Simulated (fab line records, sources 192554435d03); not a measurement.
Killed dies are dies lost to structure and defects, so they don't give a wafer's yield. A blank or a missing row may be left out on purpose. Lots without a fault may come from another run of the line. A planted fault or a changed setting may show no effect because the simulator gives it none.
Which tool did it? | flow n5_finfet | 21 lots, 63 wafers sampled, at 5 steps of a route of 1938

WHAT THE GAUGES READ, wafer by wafer
N5_SPACER0_INSPECT_04: inspects for defects (darkfield). Usual: raw_defect_count 133, standard deviation 30.
lot  | measured    | on                | raw_defect_count | flag
L074 | day 3 12:25 | defect_inspect-02 | 158 157 156      |
L075 | day 3 16:30 | defect_inspect-02 | 141 109 110      |
L076 | day 3 16:47 | defect_inspect-01 | 115 132 88       |
L077 | day 4 03:56 | defect_inspect-01 | 116 128 104      |
L078 | day 3 23:56 | defect_inspect-01 | 111 133 128      |
L079 | day 4 13:45 | defect_inspect-02 | 188 181 174      |
L080 | day 4 11:57 | defect_inspect-01 | 127 147 109      |
L081 | day 4 20:06 | defect_inspect-01 | 118 141 195      |
L082 | day 5 03:58 | defect_inspect-01 | 98 100 151       |
L083 | day 5 04:50 | defect_inspect-01 | 144 180 145      |
L084 | day 5 10:58 | defect_inspect-01 | 121 186 119      |
L086 | day 6 05:28 | defect_inspect-02 | 179 162 101      |
L087 | day 6 08:12 | defect_inspect-02 | 123 134 173      |
L089 | day 7 00:43 | defect_inspect-02 | 127 136 119      |
L091 | day 7 06:51 | defect_inspect-02 | 123 127 127      |
L092 | day 7 13:58 | defect_inspect-01 | 89 93 98         |
L093 | day 7 23:01 | defect_inspect-01 | 70 86 116        |
L094 | day 8 01:53 | defect_inspect-01 | 202 111 81       |
L095 | day 8 08:50 | defect_inspect-01 | 113 108 113      |
L096 | day 8 14:11 | defect_inspect-02 | 173 130 133      |
L097 | day 8 18:28 | defect_inspect-02 | 156 129 152      |

WHICH TOOL RAN EACH LOT (tool, then ch and the chambers of the sampled wafers, then the start)
lot  | N5_FIN_SAQP_ETCH_52               | N5_FIN_SAQP_STRIP_77              | N5_FIN_CUT_ETCH_20                | N5_FIN_CUT_STRIP_24
L074 | rie_diel-03 ch 0,1, day 1 21:29   | rie_diel-03 ch 0,1,3, day 2 01:56 | rie_diel-02 ch 0,2,3, day 2 02:59 | rie_diel-02 ch 0,2,3, day 2 03:21
L075 | rie_diel-05 ch 1,2,3, day 2 03:22 | rie_diel-01 ch 0,2, day 2 07:16   | rie_diel-06 ch 0,1,3, day 2 08:25 | rie_diel-06 ch 0,1,3, day 2 08:46
L076 | rie_diel-03 ch 0,1,2, day 2 10:01 | rie_diel-05 ch 1,3, day 2 14:14   | rie_diel-06 ch 1,3, day 2 15:17   | rie_diel-06 ch 1,3, day 2 15:38
L077 | rie_diel-05 ch 1,2,3, day 2 17:07 | rie_diel-01 ch 0,1,3, day 2 20:45 | rie_diel-04 ch 0,1, day 2 21:47   | rie_diel-04 ch 0,1, day 2 22:09
L078 | rie_diel-05 ch 1,2, day 2 22:00   | rie_diel-05 ch 0,1, day 3 02:25   | rie_diel-04 ch 0,3, day 3 03:29   | rie_diel-04 ch 0,3, day 3 03:50
L079 | rie_diel-05 ch 0,2, day 3 04:02   | rie_diel-03 ch 0,3, day 3 07:48   | rie_diel-04 ch 0,2,3, day 3 08:44 | rie_diel-04 ch 0,2,3, day 3 09:05
L080 | rie_diel-05 ch 1,2, day 3 09:26   | rie_diel-03 ch 0,2,3, day 3 13:07 | rie_diel-06 ch 0,2,3, day 3 14:13 | rie_diel-06 ch 1,2, day 3 14:34
L081 | rie_diel-01 ch 0,1,2, day 3 15:22 | rie_diel-01 ch 1,2, day 3 19:18   | rie_diel-04 ch 2,3, day 3 20:20   | rie_diel-04 ch 2,3, day 3 20:43
L082 | rie_diel-05 ch 0,1,3, day 3 22:53 | rie_diel-01 ch 0,1,2, day 4 03:14 | rie_diel-02 ch 0,2,3, day 4 04:17 | rie_diel-02 ch 0,2,3, day 4 04:39
L083 | rie_diel-03 ch 0,1, day 4 03:51   | rie_diel-05 ch 0,1,2, day 4 07:32 | rie_diel-06 ch 1,2,3, day 4 08:28 | rie_diel-06 ch 1,2,3, day 4 08:50
L084 | rie_diel-03 ch 0,1,3, day 4 09:41 | rie_diel-01 ch 0,1,2, day 4 13:50 | rie_diel-04 ch 1,2,3, day 4 14:46 | rie_diel-04 ch 1,2,3, day 4 15:08
L086 | rie_diel-03 ch 2,3, day 5 00:41   | rie_diel-03 ch 0,1, day 5 06:20   | rie_diel-06 ch 1,3, day 5 07:17   | rie_diel-06 ch 1,3, day 5 07:38
L087 | rie_diel-01 ch 0,1,2, day 5 04:48 | rie_diel-03 ch 0,1, day 5 09:11   | rie_diel-06 ch 2,3, day 5 10:17   | rie_diel-06 ch 2,3, day 5 10:39
L089 | rie_diel-01 ch 0,2, day 5 18:10   | rie_diel-01 ch 0,3, day 5 23:01   | rie_diel-06 ch 2,3, day 6 01:07   | rie_diel-06 ch 2,3, day 6 01:29
L091 | rie_diel-03 ch 0,1,3, day 6 05:34 | rie_diel-01 ch 0,1,3, day 6 09:16 | rie_diel-06 ch 1,2, day 6 10:11   | rie_diel-06 ch 1,2, day 6 10:33
L092 | rie_diel-03 ch 0,1,3, day 6 10:49 | rie_diel-03 ch 0,1,2, day 6 14:40 | rie_diel-02 ch 1,2,3, day 6 17:34 | rie_diel-02 ch 1,2,3, day 6 17:56
L093 | rie_diel-03 ch 0,1, day 6 17:41   | rie_diel-03 ch 2,3, day 6 21:46   | rie_diel-04 ch 1,2,3, day 7 00:13 | rie_diel-04 ch 1,2,3, day 7 00:34
L094 | rie_diel-01 ch 0,1,3, day 7 00:54 | rie_diel-05 ch 0,2, day 7 04:39   | rie_diel-02 ch 0,1,2, day 7 05:35 | rie_diel-02 ch 0,1,2, day 7 05:56
L095 | rie_diel-05 ch 0,1, day 7 06:32   | rie_diel-03 ch 1,2, day 7 10:33   | rie_diel-04 ch 0,1,2, day 7 11:43 | rie_diel-04 ch 0,1,2, day 7 12:04
L096 | rie_diel-03 ch 0,1, day 7 12:44   | rie_diel-03 ch 2,3, day 7 16:52   | rie_diel-06 ch 2,3, day 7 17:55   | rie_diel-06 ch 2,3, day 7 18:17
L097 | rie_diel-05 ch 1,2, day 7 16:45   | rie_diel-05 ch 0,1,2, day 7 20:25 | rie_diel-04 ch 2,3, day 7 21:43   | rie_diel-04 ch 2,3, day 7 22:04
- N5_FIN_SAQP_ETCH_52: etches SOC in N2/H2, target depth 100 nm, overetch 20 nm, time 150 s.
- N5_FIN_SAQP_STRIP_77: strips in N2/H2, time 90 s.
- N5_FIN_CUT_ETCH_20: etches SiARC in CF4, target depth 26 nm, time 43.3 s.
- N5_FIN_CUT_STRIP_24: strips in CF4.

WHAT THE TOOLS THEMSELVES READ (means of the sampled wafers that have a number; where no wafer has one, the mark that the record gives instead)
N5_FIN_SAQP_ETCH_52. Usual: drypump_motor_current_A 5.9 A, standard deviation 0.46; oes_product_au 0.72 a.u., standard deviation 0.081; rf_vpp_V 524.2 V, standard deviation 2.2; showerhead_plenum_p_Torr 2.56 Torr, standard deviation 0.083; throttle_valve_pct 17.82 %, standard deviation 0.24.
lot  | tool        | drypump_motor_current_A (A) | oes_product_au (a.u.) | rf_vpp_V (V) | showerhead_plenum_p_Torr (Torr) | throttle_valve_pct (%) | flag
L074 | rie_diel-03 | 6.2                         | 0.77                  | 524.5        | 2.54                            | 17.89                  |
L075 | rie_diel-05 | 5.8                         | 0.65                  | 524.2        | 2.55                            | 17.83                  |
L076 | rie_diel-03 | 6.4                         | 0.76                  | 524.3        | 2.57                            | 17.85                  |
L077 | rie_diel-05 | 5.8                         | 0.65                  | 524.5        | 2.55                            | 17.83                  |
L078 | rie_diel-05 | 6.0                         | 0.65                  | 523.8        | 2.55                            | 17.92                  |
L079 | rie_diel-05 | 5.6                         | 0.76                  | 526.5        | 2.64                            | 17.79                  |
L080 | rie_diel-05 | 5.8                         | 0.67                  | 525.8        | 2.60                            | 17.91                  |
L081 | rie_diel-01 | 6.0                         | 0.74                  | 523.7        | 2.53                            | 17.71                  |
L082 | rie_diel-05 | 5.7                         | 0.69                  | 523.9        | 2.53                            | 17.74                  |
L083 | rie_diel-03 | 6.2                         | 0.81                  | 523.3        | 2.53                            | 17.79                  |
L084 | rie_diel-03 | 6.0                         | 0.76                  | 525.2        | 2.57                            | 17.92                  |
L086 | rie_diel-03 | 6.3                         | 0.74                  | 524.7        | 2.60                            | 17.97                  |
L087 | rie_diel-01 | 6.0                         | 0.72                  | 522.6        | 2.53                            | 17.74                  |
L089 | rie_diel-01 | 5.7                         | 0.67                  | 524.6        | 2.57                            | 17.86                  |
L091 | rie_diel-03 | 6.0                         | 0.73                  | 524.5        | 2.57                            | 17.95                  |
L092 | rie_diel-03 | 6.0                         | 0.73                  | 524.4        | 2.57                            | 17.96                  |
L093 | rie_diel-03 | 6.2                         | 0.77                  | 523.3        | 2.52                            | 17.83                  |
L094 | rie_diel-01 | 6.0                         | 0.72                  | 520.9        | 2.42                            | 17.62                  |
L095 | rie_diel-05 | 5.6                         | 0.80                  | 524.3        | 2.55                            | 17.61                  |
L096 | rie_diel-03 | 6.2                         | 0.76                  | 522.2        | 2.52                            | 17.85                  |
L097 | rie_diel-05 | 5.8                         | 0.72                  | 525.2        | 2.59                            | 17.83                  |

N5_FIN_SAQP_STRIP_77. Usual: drypump_motor_current_A 6.0 A, standard deviation 0.49; oes_product_au 0.82 a.u., standard deviation 0.084; rf_vpp_V 45.4 V, standard deviation 0.89; showerhead_plenum_p_Torr 3.37 Torr, standard deviation 0.11; throttle_valve_pct 12.16 %, standard deviation 0.26.
lot  | tool        | drypump_motor_current_A (A) | oes_product_au (a.u.) | rf_vpp_V (V) | showerhead_plenum_p_Torr (Torr) | throttle_valve_pct (%) | flag
L074 | rie_diel-03 | 6.0                         | 0.78                  | 44.9         | 3.43                            | 12.40                  |
L075 | rie_diel-01 | 6.0                         | 0.81                  | 44.6         | 3.35                            | 12.14                  |
L076 | rie_diel-05 | 5.8                         | 0.69                  | 44.8         | 3.32                            | 12.31                  |
L077 | rie_diel-01 | 6.0                         | 0.85                  | 45.4         | 3.24                            | 11.93                  |
L078 | rie_diel-05 | 5.9                         | 0.79                  | 45.6         | 3.36                            | 12.24                  |
L079 | rie_diel-03 | 5.9                         | 0.85                  | 44.3         | 3.37                            | 12.34                  |
L080 | rie_diel-03 | 6.1                         | 0.84                  | 45.7         | 3.42                            | 12.30                  |
L081 | rie_diel-01 | 6.1                         | 0.86                  | 45.3         | 3.39                            | 11.96                  |
L082 | rie_diel-01 | 6.0                         | 0.81                  | 45.2         | 3.37                            | 12.06                  |
L083 | rie_diel-05 | 5.8                         | 0.80                  | 45.0         | 3.42                            | 12.22                  |
L084 | rie_diel-01 | 6.0                         | 0.82                  | 45.5         | 3.36                            | 12.08                  |
L086 | rie_diel-03 | 6.3                         | 0.90                  | 44.6         | 3.40                            | 11.96                  |
L087 | rie_diel-03 | 6.2                         | 0.87                  | 45.0         | 3.36                            | 12.09                  |
L089 | rie_diel-01 | 5.6                         | 0.78                  | 45.5         | 3.15                            | 12.02                  |
L091 | rie_diel-01 | 5.9                         | 0.82                  | 45.4         | 3.23                            | 12.01                  |
L092 | rie_diel-03 | 6.4                         | 0.87                  | 45.4         | 3.39                            | 12.08                  |
L093 | rie_diel-03 | 6.0                         | 0.75                  | 45.3         | 3.46                            | 12.55                  |
L094 | rie_diel-05 | 5.5                         | 0.83                  | 46.0         | 3.46                            | 12.11                  |
L095 | rie_diel-03 | 6.6                         | 0.86                  | 44.1         | 3.44                            | 11.98                  |
L096 | rie_diel-03 | 6.3                         | 0.80                  | 46.4         | 3.45                            | 12.36                  |
L097 | rie_diel-05 | 5.7                         | 0.86                  | 45.5         | 3.41                            | 12.10                  |

N5_FIN_CUT_ETCH_20. Usual: drypump_motor_current_A 5.5 A, standard deviation 0.36; etch_rf_on_time_s 43.3 s, standard deviation 1.3; oes_product_au 0.64 a.u., standard deviation 0.051; rf_vpp_V 183.9 V, standard deviation 1.2; showerhead_plenum_p_Torr 2.12 Torr, standard deviation 0.067; throttle_valve_pct 15.66 %, standard deviation 0.17.
lot  | tool        | drypump_motor_current_A (A) | etch_rf_on_time_s (s) | oes_product_au (a.u.) | rf_vpp_V (V) | showerhead_plenum_p_Torr (Torr) | throttle_valve_pct (%) | flag
L074 | rie_diel-02 | 5.5                         | 44.3                  | 0.63                  | 184.1        | 2.15                            | 15.65                  |
L075 | rie_diel-06 | 5.3                         | 43.4                  | 0.64                  | 184.2        | 2.08                            | 15.65                  |
L076 | rie_diel-06 | 5.5                         | 42.8                  | 0.66                  | 183.3        | 2.07                            | 15.71                  |
L077 | rie_diel-04 | 6.1                         | 42.7                  | 0.61                  | 183.0        | 2.07                            | 15.72                  |
L078 | rie_diel-04 | 5.7                         | 42.2                  | 0.60                  | 184.0        | 2.11                            | 15.70                  |
L079 | rie_diel-04 | 5.6                         | 43.6                  | 0.61                  | 183.9        | 2.15                            | 15.68                  |
L080 | rie_diel-06 | 5.1                         | 43.4                  | 0.63                  | 184.1        | 2.13                            | 15.71                  |
L081 | rie_diel-04 | 5.4                         | 43.9                  | 0.63                  | 184.8        | 2.19                            | 15.65                  |
L082 | rie_diel-02 | 5.5                         | 44.8                  | 0.62                  | 184.1        | 2.15                            | 15.69                  |
L083 | rie_diel-06 | 5.4                         | 42.6                  | 0.65                  | 184.3        | 2.11                            | 15.67                  |
L084 | rie_diel-04 | 5.7                         | 43.2                  | 0.62                  | 184.5        | 2.12                            | 15.70                  |
L086 | rie_diel-06 | 5.4                         | 41.9                  | 0.65                  | 183.2        | 2.06                            | 15.75                  |
L087 | rie_diel-06 | 5.2                         | 42.2                  | 0.64                  | 184.1        | 2.16                            | 15.72                  |
L089 | rie_diel-06 | 5.3                         | 42.4                  | 0.64                  | 184.1        | 2.11                            | 15.81                  |
L091 | rie_diel-06 | 5.5                         | 41.7                  | 0.64                  | 184.3        | 2.11                            | 15.60                  |
L092 | rie_diel-02 | 5.8                         | 44.1                  | 0.61                  | 183.4        | 2.09                            | 15.58                  |
L093 | rie_diel-04 | 5.7                         | 42.7                  | 0.61                  | 182.6        | 2.12                            | 15.73                  |
L094 | rie_diel-02 | 5.6                         | 45.3                  | 0.60                  | 183.7        | 2.12                            | 15.59                  |
L095 | rie_diel-04 | 5.7                         | 42.9                  | 0.69                  | 183.6        | 2.13                            | 15.56                  |
L096 | rie_diel-06 | 5.3                         | 43.4                  | 0.62                  | 183.0        | 2.10                            | 15.84                  |
L097 | rie_diel-04 | 5.5                         | 43.0                  | 0.60                  | 184.2        | 2.14                            | 15.73                  |

N5_FIN_CUT_STRIP_24. Usual: drypump_motor_current_A 5.5 A, standard deviation 0.35; oes_product_au 0.74 a.u., standard deviation 0.057; rf_vpp_V 270.8 V, standard deviation 1.5; showerhead_plenum_p_Torr 1.77 Torr, standard deviation 0.055; throttle_valve_pct 13.63 %, standard deviation 0.18.
lot  | tool        | drypump_motor_current_A (A) | oes_product_au (a.u.) | rf_vpp_V (V) | showerhead_plenum_p_Torr (Torr) | throttle_valve_pct (%) | flag
L074 | rie_diel-02 | 5.5                         | 0.74                  | 271.5        | 1.80                            | 13.65                  |
L075 | rie_diel-06 | 5.3                         | 0.74                  | 270.6        | 1.74                            | 13.62                  |
L076 | rie_diel-06 | 5.5                         | 0.77                  | 270.0        | 1.73                            | 13.67                  |
L077 | rie_diel-04 | 6.1                         | 0.70                  | 270.6        | 1.73                            | 13.67                  |
L078 | rie_diel-04 | 5.7                         | 0.68                  | 270.2        | 1.77                            | 13.73                  |
L079 | rie_diel-04 | 5.5                         | 0.71                  | 271.7        | 1.80                            | 13.66                  |
L080 | rie_diel-06 | 5.4                         | 0.74                  | 271.1        | 1.82                            | 13.56                  |
L081 | rie_diel-04 | 5.3                         | 0.74                  | 272.4        | 1.83                            | 13.62                  |
L082 | rie_diel-02 | 5.5                         | 0.73                  | 271.5        | 1.80                            | 13.69                  |
L083 | rie_diel-06 | 5.4                         | 0.75                  | 270.8        | 1.77                            | 13.64                  |
L084 | rie_diel-04 | 5.7                         | 0.72                  | 270.6        | 1.78                            | 13.67                  |
L086 | rie_diel-06 | 5.5                         | 0.74                  | 269.5        | 1.72                            | 13.71                  |
L087 | rie_diel-06 | 5.3                         | 0.73                  | 271.5        | 1.81                            | 13.72                  |
L089 | rie_diel-06 | 5.3                         | 0.74                  | 270.1        | 1.76                            | 13.77                  |
L091 | rie_diel-06 | 5.5                         | 0.73                  | 270.8        | 1.76                            | 13.59                  |
L092 | rie_diel-02 | 5.7                         | 0.72                  | 271.2        | 1.75                            | 13.57                  |
L093 | rie_diel-04 | 5.7                         | 0.71                  | 270.6        | 1.77                            | 13.70                  |
L094 | rie_diel-02 | 5.6                         | 0.72                  | 270.7        | 1.77                            | 13.58                  |
L095 | rie_diel-04 | 5.8                         | 0.79                  | 270.6        | 1.77                            | 13.50                  |
L096 | rie_diel-06 | 5.3                         | 0.72                  | 270.9        | 1.76                            | 13.82                  |
L097 | rie_diel-04 | 5.5                         | 0.70                  | 271.2        | 1.79                            | 13.73                  |

THE ANSWER, worked out from the rows above alone
Rule: a lot is off if the mean of its wafers that have a number lies more than 3 standard deviations from the usual mean. A lot without any number at a reading at which 4 lots or more have one is off too. The other lots that the step has rows for count as sound. The gauges are gone through in route order, then the tools' own readings, and for those a lot's mean is taken as printed above. The first step at which some lot is off is used, and at that step the reading that is off furthest; a lot without a number counts as furthest.
No lot is off at any reading shown: from this, nothing can be told.

WHAT THE SIMULATOR HAD PUT IN
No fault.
